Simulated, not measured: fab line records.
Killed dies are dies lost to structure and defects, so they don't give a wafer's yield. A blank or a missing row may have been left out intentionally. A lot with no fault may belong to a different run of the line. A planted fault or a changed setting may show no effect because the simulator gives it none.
Code-filled problem report in 8D (eight disciplines) form || flow n5_finfet || the parts of the form that need people (team, actions taken, sign-off) are left out

== 1. PROBLEM STATEMENT ==
Mean of cd_nm at N5_BEOL_M10_CD_MEAS_28: 76.8 nm across 6 wafers in 2 lots; on wafers with no fault it is 69.9 nm (standard deviation 0.76). Measured from the usual mean, that is +9.1 standard deviations.
The step: target cd 70 nm.
First seen on wafer L951.2, day 14 06:16, on cd_sem-01. At this step, 30 wafers from 10 lots have a number in the record. The rule behind "out" and "out of limits": a value lying over 4 standard deviations away from the usual mean. The other wafers with a number count as sound.

== 2. WHAT THIS IS AND IS NOT ==
{"question": "which readings at this step", "is": "cd_nm", "is not": "-"}
{"question": "which lots", "is": "L951, L955", "is not": "L938, L939, L940, L942, L949, L956, L958, L960"}
{"question": "which wafers of those lots", "is": "all that have a number", "is not": "-"}
{"question": "read on which gauges", "is": "cd_sem-01, cd_sem-02", "is not": "cd_sem-03"}
{"question": "when", "is": "from day 14 06:16", "is not": "up to then (15 sound wafers); but 9 sound wafers of L956, L958, L960 came after"}

== 3. THE SUSPECTS, EACH WITH WHAT RULES IT OUT ==
Counting: any tool at a process step up to the reading is kept as a suspect provided that every lot that is out went through it and no sound lot did after the first of them.
- ruled out: the gauge at N5_BEOL_M10_CD_MEAS_28. Those wafers that are out were read across 2 gauges (cd_sem-01, cd_sem-02).
- arfi_scanner-01 at N5_BEOL_M10_EXPOSE_25 (exposes mask V9): kept. It processed each lot that is out, first L951 at day 14 06:08, and no sound lot thereafter; up to then, the last sound lot it processed was L949 at day 13 17:41. Its own readings are out on those wafers: exposure_dose_mJ_cm2.
After counting, what remains is arfi_scanner-01 at N5_BEOL_M10_EXPOSE_25.

== 4. THE CAUSE (what the simulator had put in) ==
Process parameters drifting: arfi_scanner-01 at N5_BEOL_M10_EXPOSE_25, beginning at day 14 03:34. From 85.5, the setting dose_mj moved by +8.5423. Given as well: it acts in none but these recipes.
The count eliminated every tool but this one.

== 5. THE CHAIN OF EFFECTS, in route order ==
Rows list readings where the struck wafers' mean (over those with a number) sits beyond 3 standard deviations from the usual. Readings are gone through only where the record gives a usual standard deviation; hours: the median, over the lots, of the time from a lot's start at the first step in this table giving one to that lot's start at this step; sigmas: the change measured in usual standard deviations.
{"hours": 0, "step": "N5_BEOL_M10_EXPOSE_25", "reading": "exposure_dose_mJ_cm2", "usual": 85.43, "on struck wafers": 92.44, "change": "+7.00", "sigmas": "+81"}
{"hours": 0, "step": "N5_BEOL_M10_CD_MEAS_28", "reading": "cd_nm", "usual": "69.9 nm", "on struck wafers": 76.8, "change": "+6.9", "sigmas": "+9.1"}
The process steps in it:
- N5_BEOL_M10_EXPOSE_25: exposes mask V9.

== 6. HOW IT WOULD HAVE BEEN CAUGHT EARLIER ==
The first out-of-limits reading at a measuring or inspecting step in this record came at day 14 06:16, 3 hours after the fault's start at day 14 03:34.
The tool's own readings at N5_BEOL_M10_EXPOSE_25 were out on every struck wafer that the step has a row for (exposure_dose_mJ_cm2): an alarm limit on them would have fired on the first of those.
Lots out: 2; of these, L955 started N5_BEOL_M10_EXPOSE_25 on arfi_scanner-01 after day 14 06:16. Had the tool been put on hold then, it would have been spared.
